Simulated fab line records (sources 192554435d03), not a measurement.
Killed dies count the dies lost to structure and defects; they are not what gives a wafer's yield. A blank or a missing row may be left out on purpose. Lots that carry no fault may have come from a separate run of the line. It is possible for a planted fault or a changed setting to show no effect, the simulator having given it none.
Problem report, 8D (eight disciplines) form, completed by code ; flow n5_finfet ; the parts of the form that need people (team, actions taken, sign-off) are left out

## 1. WHAT WENT WRONG
M8_ILD_THK at N5_BEOL_M8_THK_MEAS_01 reads a mean of 265.1 nm on 4 wafers of 2 lots; wafers without a fault read 154.6 nm with a standard deviation of 1.9. That is +58 standard deviations from the usual mean.
The first sign was on wafer L134.1 at day 13 03:41, on film_metro-02. The record has a number at this step for 26 wafers belonging to 9 lots. By rule, "out" or "out of limits" means more than 4 standard deviations away from the usual mean. The other wafers with a number count as sound.

## 2. WHAT THIS IS AND IS NOT
question;is;is not
which readings at this step;M8_ILD_THK;-
which lots;L134, L135;L120, L121, L126, L128, L137, L139, L140
which wafers of those lots;L134.1, L134.5, L135.1, L135.6;L134.3, L135.2
read on which gauges;film_metro-02;film_metro-01
when;from day 13 03:41;"up to then (13 sound wafers); but 9 sound wafers of L135, L137, L139, L140 came after"

## 3. THE SUSPECTS, EACH WITH WHAT RULES IT OUT
Counting: a tool at a process step up to the reading stays a suspect if it ran every lot that is out. Sound lots after the first of them don't rule it out here, since some wafers of a struck lot are sound.
- the gauge at N5_BEOL_M8_THK_MEAS_01 has been ruled out. All the wafers that are out were read on film_metro-02, but those of them that N5_PASSIVATION_PROBE_49 has rows for are out there too, on other tools.
- pecvd-01 at N5_BEOL_M8_ILD_DEP_00 (deposits SiCOH lowk from DEMS/porogen, target thk 179.75 nm, time 33.4 s): kept. Ran every lot that is out, first one L134 (day 13 03:07); last sound lot up to then L128 (day 11 23:17).
After counting, what remains is pecvd-01 at N5_BEOL_M8_ILD_DEP_00.

## 4. THE CAUSE (what the simulator had put in)
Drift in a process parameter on pecvd-01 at N5_BEOL_M8_ILD_DEP_00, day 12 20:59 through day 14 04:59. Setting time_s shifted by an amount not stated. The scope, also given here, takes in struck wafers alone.
After counting, this tool was the only one left.

## 5. THE EFFECT CHAIN, in route order
One row per reading whose mean, taken over the struck wafers that have a number, lies over 3 standard deviations from the usual. Only readings whose record carries a usual standard deviation are examined. hours: median over the lots of the time between each lot's start at the first step of this table that gives one and its start at this step. sigmas: the change, counted in usual standard deviations.
hours;step;reading;usual;on struck wafers;change;sigmas
0;N5_BEOL_M8_THK_MEAS_01;M8_ILD_THK;154.6 nm;265.1;+110.5;+58
72;N5_PASSIVATION_PROBE_49;defect_limited_yield;91.5 %;0.0;-91.5;-65
72;N5_PASSIVATION_PROBE_49;killed_at_M4_up;14;1095;+1081;+99 or more
72;N5_PASSIVATION_PROBE_49;killed_dies;100;1180;+1080;+64
72;N5_PASSIVATION_PROBE_49;killed_on_rim;14;152;+138;+34
72;N5_PASSIVATION_PROBE_49;sort_bin_5_function;4.9 %;96.5;+91.6;+99 or more
72;N5_PASSIVATION_PROBE_49;sort_n_pass;1080;0;-1080;-64
72;N5_PASSIVATION_PROBE_49;sort_yield_pct;91.5 %;0.0;-91.5;-65
The process steps in it:
- N5_PASSIVATION_PROBE_49

## 6. HOW IT WOULD HAVE BEEN CAUGHT EARLIER
The first out-of-limits reading at a measuring or inspecting step in this record came at day 13 03:41, 7 hours after the fault's start at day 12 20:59.
An alarm limit of 4 standard deviations would not have fired on the tool readings at N5_BEOL_M8_ILD_DEP_00 for which the record gives a usual standard deviation, since none of them was out on any struck wafer.
Of the lots that are out (2), L135 began N5_BEOL_M8_ILD_DEP_00 on pecvd-01 after day 13 03:41. Putting the tool on hold at that point would have spared it.
